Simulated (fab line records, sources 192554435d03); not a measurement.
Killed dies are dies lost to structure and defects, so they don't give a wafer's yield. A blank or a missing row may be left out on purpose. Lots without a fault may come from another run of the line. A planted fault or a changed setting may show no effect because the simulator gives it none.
fab line records | flow n5_finfet
record lots=7 wafers=39
route steps=1938 shown WELL_APT@26 FIN_CUT@175 SD_EPI_P@312 HKMG_FIN@388 BEOL_M0_SAQP@636 BEOL_M3@950 BEOL_M4@1062 BEOL_M5@1116 BEOL_M11@1536 BEOL_M14@1749 PAD_METAL@1895 PASSIVATION@1936
start_h: hours from the record's first day to the start of the lot's first wafer shown | wait_h: hours since the lot's step before | " the same as in the row above | L1.1+2: a row that stands for several wafers | - no value, or no start given | * or withheld: withheld | < > ~ a bound
route shown NAME@n: a module of which the file shows steps, and the number in the route of the first | usual: mean/standard deviation of fault-free wafers | same: alike in all rows | chamber/n: place in a boat | sites: the reading at each site | _std_site: their standard deviation | _edge_site: outer sites' mean less inner sites' | radius_mm: how far each site lies from the wafer's centre | mask NAME#n: copy n | behind: the tool/chamber that last shaped the wafer | hold: why the lot was held/for how many hours/how that ended | device: the transistor (n, p or np) that didn't switch | end of line: the same wafers' tests at the end of the route | a step without rows: its recipe alone | killed: dies lost to structure and defects at the first sort, not the wafer's yield | map: a wafer's dies, x killed, . not, _ none there
set.NAME: the setting as run; set.NAME@STEP: as run at that earlier step | model.NAME: the simulator's own value behind a step, which no gauge read
lots whose settings were changed on purpose; a table a step, a row a wafer
## steps
# step N5_WELL_APT_DEVELOP_07
# recipe develop_time_s=45 rinse_liquid=surfactant_rinse dry=air_spin dev_temp_c=21
# step N5_FIN_CUT_PRECLEAN_35
# recipe time_s=13.3 temp_c=45 pressure_torr=125 p_hf_torr=3 p_coreactant_torr=25 chemistry=vHF
# step N5_SD_EPI_P_ETCH_16
# recipe chemistry=CHF3/O2 target=SiO2 target_depth_a=50 mask_material=SOC pressure_mtorr=30 source_w=650 bias_w=170 Ar_flow_sccm=200 CHF3_flow_sccm=50 O2_flow_sccm=5 ion_energy_ev=200
# step N5_HKMG_FIN_ALD_74
# recipe material=La2O3 target_thk_a=5 temp_c=250 ald_precursor_family=La-Cp ald_co_reactant=O3 pulse_time_s=6 co_reactant_pulse_time_s=1 purge_time_s=3 co_reactant_purge_time_s=3
# step N5_BEOL_M0_SAQP_PECVD_96
# recipe material=a-Si target_thk_a=450 temp_c=350 precursor=SiH4/He pressure_torr=3 rf_w=100 time_s=45.2
# step N5_BEOL_M3_ETCH_64
# recipe chemistry=N2/H2 target=SOC target_depth_a=750 overetch_a=150 mask_material=SiARC temp_c=40 time_s=112.5 ion_energy_ev=200 pressure_mtorr=30 source_w=840 bias_w=150 n2_flow_sccm=200 h2_flow_sccm=200
# step N5_BEOL_M4_ALD_98
# recipe material=SiO2 target_thk_a=25 temp_c=100 ald_precursor_family=BDEAS ald_co_reactant=O2-plasma pulse_time_s=1 co_reactant_pulse_time_s=1 purge_time_s=2 co_reactant_purge_time_s=2 ald_cycles=17 pressure_torr=2
# step N5_BEOL_M5_HM_DEP_02
# recipe material=TiN target_thk_a=200 temp_c=25 chamber_pressure_pa=0.49996
# step N5_BEOL_M11_ILD_DEP_00
# recipe material=SiCOH_lowk target_thk_a=3085.1 temp_c=300 precursor=DEMS/porogen pressure_torr=5 rf_w=500 time_s=58
# step N5_BEOL_M14_DESCUM_33
# recipe chemistry=O2 time_s=7.9 source_power_w=50 bias_power_w=20 pressure_mtorr=20 rf_frequency_hz=2.712e+07 temp_c=40 o2_flow_sccm=225
# step N5_PASSIVATION_SPUTTER_20
# recipe material=TaN target_thk_a=500 temp_c=25 chamber_pressure_pa=0.4
# step N5_PASSIVATION_PROBE_49
# usual sort_n_pass=1078/18 sort_yield_pct=91.3/1.5
# columns lot.wafer tool chamber start_h wait_h set.develop_time_s@WELL_APT_DEVELOP_07 set.time_s@FIN_CUT_PRECLEAN_35 set.target_depth_a@SD_EPI_P_ETCH_16 set.target_thk_a@HKMG_FIN_ALD_74 set.time_s@BEOL_M0_SAQP_PECVD_96 set.time_s@BEOL_M3_ETCH_64 set.ald_cycles@BEOL_M4_ALD_98 set.target_thk_a@BEOL_M5_HM_DEP_02 set.target_thk_a@BEOL_M11_ILD_DEP_00 set.time_s@BEOL_M14_DESCUM_33 set.target_thk_a@PASSIVATION_SPUTTER_20 sort_n_pass sort_yield_pct[%]
L074.1 prober-01 - 287.99 0.0 62.72 8.446 50 5 45.2 112.5 17 200 3085.1 7.9 266 0 0
L074.2 prober-01 - 288.04 0.1 62.72 8.446 62.47 7.769 45.2 112.5 20 200 3085.1 7.9 500 18 1.5
L074.3 prober-01 - 288.09 0.1 45 8.446 50 7.769 68.11 153.4 20 200 3085.1 9.408 266 0 0
L074.4 prober-01 - 288.14 0.2 45 13.3 50 5 45.2 153.4 20 200 3085.1 7.9 500 1076 91.2
L074.5 prober-01 - 288.19 0.2 45 13.3 62.47 7.769 68.11 153.4 17 200 3085.1 9.408 500 2 0.2
L074.6 prober-01 - 288.24 0.3 62.72 13.3 62.47 5 68.11 112.5 17 200 3085.1 9.408 266 0 0
L077.2 prober-02 - 289.83 0.1 45 13.3 50 5 45.2 112.5 17 200 3085.1 7.9 500 1060 89.8
L077.4 prober-02 - 289.93 0.2 45 13.3 50 5 45.2 112.5 17 200 3085.1 7.9 500 1043 88.4
L077.6 prober-02 - 290.03 0.3 45 13.3 50 5 45.2 112.5 17 200 3085.1 7.9 500 1067 90.4
L079.1 prober-02 - 312.98 0.0 71.33 13.3 50 5 45.2 112.5 17 200 3085.1 7.9 500 1093 92.6
L079.2 prober-02 - 313.03 0.1 45 10.92 50 5 45.2 112.5 20 200 2571 7.9 500 0 0
L079.3 prober-02 - 313.08 0.1 71.33 13.3 50 7.088 45.2 112.5 20 200 3085.1 7.9 791.3 0 0
L079.4 prober-02 - 313.13 0.2 45 10.92 78.36 7.088 45.2 112.5 17 200 2571 7.9 791.3 0 0
L079.5 prober-02 - 313.18 0.2 71.33 10.92 78.36 7.088 45.2 112.5 20 200 2571 7.9 791.3 0 0
L079.6 prober-02 - 313.23 0.3 45 13.3 78.36 5 45.2 112.5 17 200 3085.1 7.9 500 0 0
L081.1 prober-01 - 315.24 0.0 45 10.36 50 5 24.48 112.5 17 200 2344 7.9 326.6 1095 92.8
L081.2 prober-01 - 315.29 0.1 45 10.36 50 6.325 45.2 56.35 17 200 3085.1 7.9 500 0 0
L081.3 prober-01 - 315.34 0.1 45 13.3 50 6.325 45.2 112.5 17 200 3085.1 7.9 326.6 1050 89.0
L081.4 prober-01 - 315.39 0.2 45 13.3 50 6.325 24.48 56.35 17 200 2344 7.9 326.6 0 0
L081.5 prober-01 - 315.44 0.2 45 10.36 50 5 45.2 56.35 17 200 2344 7.9 500 0 0
L081.6 prober-01 - 315.49 0.3 45 13.3 50 5 24.48 112.5 17 200 3085.1 7.9 500 1097 93.0
L084.1 prober-01 - 347.44 0.0 29.7 9.52 29.93 5 45.2 112.5 17 200 3085.1 7.9 500 1091 92.5
L084.2 prober-01 - 347.49 0.1 45 13.3 29.93 5 45.2 45.6 17 149.2 3085.1 7.9 500 0 0
L084.3 prober-01 - 347.54 0.1 29.7 13.3 50 5 70.29 112.5 7 149.2 3085.1 7.9 500 1054 89.3
L084.4 prober-01 - 347.59 0.2 29.7 9.52 50 5 70.29 45.6 17 149.2 3085.1 7.9 500 0 0
L084.5 prober-01 - 347.64 0.2 45 9.52 29.93 5 70.29 45.6 7 200 3085.1 7.9 500 0 0
L084.6 prober-01 - 347.69 0.3 45 13.3 50 5 45.2 112.5 7 200 3085.1 7.9 500 1069 90.6
L085.1 prober-02 - 352.40 0.0 45 13.3 70.24 5 62.22 92.96 17 200 3085.1 7.9 500 0 0
L085.2 prober-02 - 352.45 0.1 45 18.44 50 5 62.22 92.96 17 200 3085.1 4.103 500 1112 94.2
L085.3 prober-02 - 352.50 0.1 45 13.3 70.24 5 45.2 112.5 17 200 1912 7.9 500 0 0
L085.4 prober-02 - 352.55 0.2 45 13.3 50 7.868 45.2 92.96 17 200 1912 7.9 339.2 0 0
L085.5 prober-02 - 352.60 0.2 45 18.44 50 7.868 62.22 112.5 17 200 1912 4.103 339.2 0 0
L085.6 prober-02 - 352.65 0.3 45 18.44 70.24 7.868 45.2 112.5 17 200 3085.1 4.103 339.2 73 6.2
L094.1 prober-01 - 404.01 0.0 45 13.3 50 5 58.52 135.4 25 200 3085.1 7.9 500 1066 90.3
L094.2 prober-01 - 404.06 0.1 45 17.78 50 4.065 58.52 135.4 17 200 4272 9.391 500 0 0
L094.3 prober-01 - 404.11 0.1 45 13.3 50 4.065 45.2 135.4 25 159.7 3085.1 9.391 305.2 1065 90.3
L094.4 prober-01 - 404.16 0.2 45 17.78 50 5 58.52 112.5 17 159.7 3085.1 7.9 500 1075 91.1
L094.5 prober-01 - 404.21 0.2 45 17.78 50 4.065 45.2 112.5 25 200 4272 9.391 305.2 0 0
L094.6 prober-01 - 404.26 0.3 45 13.3 50 5 45.2 112.5 17 159.7 4272 7.9 305.2 0 0
# killed by level:class
L074.1 BEOL_M0_SAQP:area_ald=1066 STI_FIN_REVEAL:geometric_particle:open=14 BEOL_M0_SAQP:geometric_particle:open=14 MOL_CONTACT_COAG:geometric_particle:open=13 BEOL_M0_SAQP:geometric_particle:short=11 FIN_SAQP:geometric_particle:open=9 BEOL_M2:geometric_particle:open=5 BEOL_M3:geometric_particle:open=5
L074.2 BEOL_M4:geometric_particle:open=20 MOL_CONTACT_COAG:geometric_particle:open=12 STI_FIN_REVEAL:geometric_particle:open=10 BEOL_M0_SAQP:geometric_particle:short=5 STARTING-WAFER:geometric_particle:open=5 GATE_CUT:geometric_particle:open=3 MOL_CONTACT_COAG:geometric_particle:short=3 BEOL_M1:geometric_particle:open=3
L074.3 BEOL_M0_SAQP:area_ald=1083 BEOL_M0_SAQP:geometric_particle:open=13 BEOL_M0_SAQP:geometric_particle:short=11 MOL_CONTACT_COAG:geometric_particle:open=11 STI_FIN_REVEAL:geometric_particle:open=8 MOL_CONTACT_COAG:geometric_particle:short=8 GATE_CUT:geometric_particle:short=6 BEOL_M3:geometric_particle:open=6
L074.4 MOL_CONTACT_COAG:geometric_particle:open=13 BEOL_M0_SAQP:geometric_particle:open=11 BEOL_M0_SAQP:geometric_particle:short=9 FIN_SAQP:geometric_particle:short=8 BEOL_M4:geometric_particle:open=7 BEOL_M0:geometric_particle:open=5 BEOL_M4:geometric_particle:short=5 STI_FIN_REVEAL:geometric_particle:open=4
L074.5 BEOL_M4:geometric_particle:open=15 STI_FIN_REVEAL:geometric_particle:open=14 BEOL_M0_SAQP:geometric_particle:short=13 BEOL_M0_SAQP:geometric_particle:open=8 GATE_CUT:geometric_particle:short=6 MOL_CONTACT_COAG:geometric_particle:open=6 BEOL_M3:geometric_particle:open=6 BEOL_M4:geometric_particle:short=4
L074.6 BEOL_M0_SAQP:area_ald=1054 FIN_SAQP:geometric_particle:short=19 STI_FIN_REVEAL:geometric_particle:open=16 BEOL_M0_SAQP:geometric_particle:open=15 FIN_SAQP:geometric_particle:open=8 STI_FIN_REVEAL:geometric_particle:short=7 BEOL_M4:geometric_particle:open=6 ILD0:geometric_particle:short=5
L077.2 FIN_SAQP:geometric_particle:open=15 BEOL_M0_SAQP:geometric_particle:open=15 FIN_SAQP:geometric_particle:short=11 STI_FIN_REVEAL:geometric_particle:open=9 BEOL_M0_SAQP:geometric_particle:short=9 BEOL_M3:geometric_particle:open=9 BEOL_M2:geometric_particle:open=8 MOL_CONTACT_COAG:geometric_particle:open=6
L077.4 BEOL_M3:geometric_particle:open=13 FIN_SAQP:geometric_particle:open=11 BEOL_M2:geometric_particle:open=6 BEOL_M4:geometric_particle:open=6 DUMMY_GATE:geometric_particle:open=5 BEOL_M2:geometric_particle:short=5 STARTING-WAFER:geometric_particle:open=5 GATE_CUT:geometric_particle:short=4
L077.6 MOL_CONTACT_COAG:geometric_particle:open=18 FIN_SAQP:geometric_particle:open=9 BEOL_M3:geometric_particle:open=7 BEOL_M0_SAQP:geometric_particle:short=6 FIN_SAQP:geometric_particle:short=5 BEOL_M0_SAQP:geometric_particle:open=5 BEOL_M2:geometric_particle:open=5 STI_FIN_REVEAL:geometric_particle:open=4
L079.1 MOL_CONTACT_COAG:geometric_particle:open=18 BEOL_M0_SAQP:geometric_particle:short=11 BEOL_M4:geometric_particle:open=11 PASS1_DEP:geometric_particle:short=5 FIN_SAQP:geometric_particle:open=4 GATE_CUT:geometric_particle:short=4 MOL_CONTACT_COAG:geometric_particle:short=3 BEOL_M0_SAQP:geometric_particle:open=3
L079.2 BEOL_M0_SAQP:area_ald=1097 MOL_CONTACT_COAG:geometric_particle:open=10 BEOL_M0_SAQP:geometric_particle:open=10 BEOL_M4:geometric_particle:open=5 BEOL_M1:geometric_particle:open=5 BEOL_M0_SAQP:geometric_particle:short=4 BEOL_M2:geometric_particle:open=4 STARTING-WAFER:geometric_particle:open=4
L079.3 PAD_METAL:area_sputter=1087 MOL_CONTACT_COAG:geometric_particle:open=14 BEOL_M4:geometric_particle:open=9 BEOL_M0_SAQP:geometric_particle:short=8 BEOL_M0_SAQP:geometric_particle:open=7 BEOL_M1:geometric_particle:open=6 BEOL_M4:geometric_particle:short=5 STARTING-WAFER:geometric_particle:open=5
L079.4 PAD_METAL:area_sputter=1081 MOL_CONTACT_COAG:geometric_particle:open=17 BEOL_M4:geometric_particle:open=9 FIN_SAQP:geometric_particle:open=7 ILD0:geometric_particle:short=6 MOL_CONTACT_COAG:geometric_particle:short=6 FIN_SAQP:geometric_particle:short=5 BEOL_M0:geometric_particle:open=5
L079.5 BEOL_M0_SAQP:area_ald=1103 BEOL_M0_SAQP:geometric_particle:short=10 MOL_CONTACT_COAG:geometric_particle:open=9 BEOL_M3:geometric_particle:open=8 BEOL_M0_SAQP:geometric_particle:open=6 BEOL_M4:geometric_particle:open=6 STI_FIN_REVEAL:geometric_particle:open=4 BEOL_M0:geometric_particle:short=4
L079.6 BEOL_M0_SAQP:area_ald=1094 MOL_CONTACT_COAG:geometric_particle:open=15 BEOL_M4:geometric_particle:open=9 FIN_SAQP:geometric_particle:open=5 BEOL_M1:geometric_particle:open=5 BEOL_M0:geometric_particle:open=4 BEOL_M3:geometric_particle:open=4 FIN_SAQP:geometric_particle:short=3
L081.1 BEOL_M4:geometric_particle:open=9 MOL_CONTACT_COAG:geometric_particle:open=8 ILD0:geometric_particle:short=6 BEOL_M0_SAQP:geometric_particle:open=6 BEOL_M5:geometric_particle:open=5 ILD0:geometric_particle:open=4 BEOL_M3:geometric_particle:open=4 STARTING-WAFER:geometric_particle:short=4
L081.2 BEOL_M3:area_etch=1096 BEOL_M4:geometric_particle:open=12 MOL_CONTACT_COAG:geometric_particle:open=9 MOL_CONTACT_COAG:geometric_particle:short=5 BEOL_M1:geometric_particle:open=5 FIN_SAQP:geometric_particle:open=4 FIN_SAQP:geometric_particle:short=4 BEOL_M2:geometric_particle:open=4
L081.3 MOL_CONTACT_COAG:geometric_particle:open=12 BEOL_M2:geometric_particle:open=10 BEOL_M0_SAQP:geometric_particle:short=9 BEOL_M0_SAQP:geometric_particle:open=6 BEOL_M4:geometric_particle:open=6 MOL_CONTACT_COAG:geometric_particle:short=5 FIN_SAQP:geometric_particle:short=3 PASS1_CAP:geometric_particle:short=3
L081.4 BEOL_M3:area_etch=1102 MOL_CONTACT_COAG:geometric_particle:open=10 BEOL_M1:geometric_particle:open=8 BEOL_M0_SAQP:geometric_particle:short=7 STI_FIN_REVEAL:geometric_particle:open=6 BEOL_M4:geometric_particle:open=5 MOL_CONTACT_COAG:geometric_particle:short=4 BEOL_M2:geometric_particle:open=4
L081.5 BEOL_M3:area_etch=1096 BEOL_M4:geometric_particle:open=10 BEOL_M1:geometric_particle:open=7 DUMMY_GATE:geometric_particle:open=6 MOL_CONTACT_COAG:geometric_particle:open=4 BEOL_M0_SAQP:geometric_particle:open=4 BEOL_M2:geometric_particle:open=4 STARTING-WAFER:geometric_particle:short=4
L081.6 BEOL_M2:geometric_particle:open=11 DUMMY_GATE:geometric_particle:open=8 BEOL_M0_SAQP:geometric_particle:short=5 BEOL_M0_SAQP:geometric_particle:open=5 BEOL_M1:geometric_particle:open=5 BEOL_M4:geometric_particle:open=5 DUMMY_GATE:geometric_particle:short=4 GATE_CUT:geometric_particle:short=3
L084.1 BEOL_M1:geometric_particle:open=9 MOL_CONTACT_COAG:geometric_particle:open=8 BEOL_M0_SAQP:geometric_particle:open=6 STARTING-WAFER:geometric_particle:short=6 DUMMY_GATE:geometric_particle:open=5 BEOL_M4:geometric_particle:open=5 BEOL_M6:geometric_particle:open=5 BEOL_M2:geometric_particle:open=4
L084.2 BEOL_M3:area_etch=1049 MOL_CONTACT_COAG:geometric_particle:open=17 FIN_SAQP:geometric_particle:short=13 BEOL_M4:geometric_particle:open=10 BEOL_M3:geometric_particle:open=9 BEOL_M0_SAQP:geometric_particle:short=8 BEOL_M1:geometric_particle:open=7 STI_FIN_REVEAL:geometric_particle:open=6
L084.3 MOL_CONTACT_COAG:geometric_particle:open=16 BEOL_M0_SAQP:geometric_particle:short=13 BEOL_M3:geometric_particle:open=11 BEOL_M1:geometric_particle:short=8 BEOL_M1:geometric_particle:open=8 FIN_SAQP:geometric_particle:short=7 STI_FIN_REVEAL:geometric_particle:open=7 BEOL_M4:geometric_particle:open=7
L084.4 BEOL_M3:area_etch=1066 FIN_SAQP:geometric_particle:short=9 MOL_CONTACT_COAG:geometric_particle:open=9 BEOL_M1:geometric_particle:open=9 FIN_SAQP:geometric_particle:open=8 BEOL_M2:geometric_particle:open=8 BEOL_M3:geometric_particle:open=8 BEOL_M0_SAQP:geometric_particle:open=7
L084.5 BEOL_M3:area_etch=1087 BEOL_M3:geometric_particle:open=14 MOL_CONTACT_COAG:geometric_particle:open=13 BEOL_M0_SAQP:geometric_particle:open=7 FIN_SAQP:geometric_particle:short=6 BEOL_M2:geometric_particle:open=5 BEOL_M0_SAQP:geometric_particle:short=4 BEOL_M1:geometric_particle:open=4
L084.6 BEOL_M0_SAQP:geometric_particle:short=11 BEOL_M0:geometric_particle:open=9 BEOL_M3:geometric_particle:open=8 MOL_CONTACT_COAG:geometric_particle:open=7 STARTING-WAFER:geometric_particle:short=6 FIN_SAQP:geometric_particle:open=5 DUMMY_GATE:geometric_particle:open=5 BEOL_M1:geometric_particle:open=5
L085.1 BEOL_M0_SAQP:area_ald=1100 MOL_CONTACT_COAG:geometric_particle:open=14 FIN_SAQP:geometric_particle:short=6 BEOL_M0_SAQP:geometric_particle:open=6 BEOL_M3:geometric_particle:open=6 STI_FIN_REVEAL:geometric_particle:open=4 FIN_SAQP:geometric_particle:open=3 STI_FIN_REVEAL:geometric_particle:short=3
L085.2 MOL_CONTACT_COAG:geometric_particle:open=8 BEOL_M0_SAQP:geometric_particle:short=7 FIN_SAQP:geometric_particle:short=5 FIN_SAQP:geometric_particle:open=4 BEOL_M0_SAQP:geometric_particle:open=4 BEOL_M2:geometric_particle:open=4 BEOL_M3:geometric_particle:open=4 DUMMY_GATE:geometric_particle:open=3
L085.3 BEOL_M0_SAQP:area_ald=1089 MOL_CONTACT_COAG:geometric_particle:open=22 BEOL_M5:geometric_particle:open=8 FIN_SAQP:geometric_particle:short=5 STI_FIN_REVEAL:geometric_particle:open=5 STARTING-WAFER:geometric_particle:open=5 GATE_CUT:geometric_particle:short=4 MOL_CONTACT_COAG:geometric_particle:short=4
L085.4 BEOL_M11:area_dep=105 BEOL_M0_SAQP:geometric_particle:short=12 GATE_CUT:geometric_particle:open=7 STI_FIN_REVEAL:geometric_particle:open=5 BEOL_M3:geometric_particle:open=5 BEOL_M8:geometric_particle:open=5 GATE_CUT:geometric_particle:short=4 MOL_CONTACT_COAG:geometric_particle:open=4
L085.5 BEOL_M0_SAQP:area_ald=1097 BEOL_M0_SAQP:geometric_particle:short=10 MOL_CONTACT_COAG:geometric_particle:open=8 STI_FIN_REVEAL:geometric_particle:open=7 GATE_CUT:geometric_particle:open=7 GATE_CUT:geometric_particle:short=6 STARTING-WAFER:geometric_particle:open=5 BEOL_M0_SAQP:geometric_particle:open=4
L085.6 MOL_CONTACT_COAG:geometric_particle:open=11 GATE_CUT:geometric_particle:short=7 FIN_SAQP:geometric_particle:short=5 BEOL_M1:geometric_particle:open=5 BEOL_M0_SAQP:geometric_particle:short=5 MOL_CONTACT_COAG:geometric_particle:short=4 BEOL_M4:geometric_particle:open=4 BEOL_M5:geometric_particle:open=4
L094.1 FIN_SAQP:geometric_particle:short=11 BEOL_M4:geometric_particle:open=10 MOL_CONTACT_COAG:geometric_particle:open=10 BEOL_M0_SAQP:geometric_particle:open=10 STI_FIN_REVEAL:geometric_particle:open=9 BEOL_M0_SAQP:geometric_particle:short=7 FIN_SAQP:geometric_particle:open=6 MOL_CONTACT_COAG:geometric_particle:short=5
L094.2 BEOL_M0_SAQP:area_ald=1095 BEOL_M4:geometric_particle:open=9 MOL_CONTACT_COAG:geometric_particle:open=8 STARTING-WAFER:geometric_particle:open=6 FIN_SAQP:geometric_particle:open=5 DUMMY_GATE:geometric_particle:open=5 BEOL_M0_SAQP:geometric_particle:short=5 BEOL_M3:geometric_particle:open=5
L094.3 MOL_CONTACT_COAG:geometric_particle:open=15 BEOL_M0_SAQP:geometric_particle:open=12 FIN_SAQP:geometric_particle:short=10 FIN_SAQP:geometric_particle:open=8 BEOL_M4:geometric_particle:open=7 BEOL_M0_SAQP:geometric_particle:short=5 BEOL_M2:geometric_particle:open=5 STI_FIN_REVEAL:geometric_particle:open=4
L094.4 MOL_CONTACT_COAG:geometric_particle:open=16 BEOL_M0_SAQP:geometric_particle:open=15 STI_FIN_REVEAL:geometric_particle:open=11 BEOL_M4:geometric_particle:open=7 DUMMY_GATE:geometric_particle:open=6 BEOL_M2:geometric_particle:open=5 BEOL_M0:geometric_particle:open=5 BEOL_M5:geometric_particle:open=4
L094.5 BEOL_M0_SAQP:area_ald=1089 MOL_CONTACT_COAG:geometric_particle:short=12 MOL_CONTACT_COAG:geometric_particle:open=9 FIN_SAQP:geometric_particle:short=8 BEOL_M0_SAQP:geometric_particle:short=8 BEOL_M0_SAQP:geometric_particle:open=7 BEOL_M3:geometric_particle:open=5 FIN_SAQP:geometric_particle:open=4
L094.6 BEOL_M0_SAQP:area_ald=1075 FIN_SAQP:geometric_particle:short=11 MOL_CONTACT_COAG:geometric_particle:open=9 BEOL_M0_SAQP:geometric_particle:short=9 FIN_SAQP:geometric_particle:open=8 BEOL_M3:geometric_particle:open=8 BEOL_M2:geometric_particle:open=7 BEOL_M0_SAQP:geometric_particle:open=6
## key
split step=N5_WELL_APT_DEVELOP_07 setting=develop_time_s stated_as=45
response none clear
split step=N5_FIN_CUT_PRECLEAN_35 setting=time_s stated_as=13.3
response none clear
split step=N5_SD_EPI_P_ETCH_16 setting=target_depth_a stated_as=50
response none clear
split step=N5_HKMG_FIN_ALD_74 setting=target_thk_a stated_as=5
response none clear
split step=N5_BEOL_M0_SAQP_PECVD_96 setting=time_s stated_as=45.2
response none clear
split step=N5_BEOL_M3_ETCH_64 setting=time_s stated_as=112.5
response step=N5_PASSIVATION_PROBE_49 reading=sort_n_pass slope=+20 per=1% together_with=all explained=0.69
response step=N5_PASSIVATION_PROBE_49 reading=sort_yield_pct slope=+1.69 per=1% together_with=all explained=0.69
split step=N5_BEOL_M4_ALD_98 setting=ald_cycles stated_as=17
response none clear
split step=N5_BEOL_M5_HM_DEP_02 setting=target_thk_a stated_as=200
response none clear
split step=N5_BEOL_M11_ILD_DEP_00 setting=target_thk_a stated_as=3085.1
response none clear
split step=N5_BEOL_M14_DESCUM_33 setting=time_s stated_as=7.9
response none clear
split step=N5_PASSIVATION_SPUTTER_20 setting=target_thk_a stated_as=500
response none clear
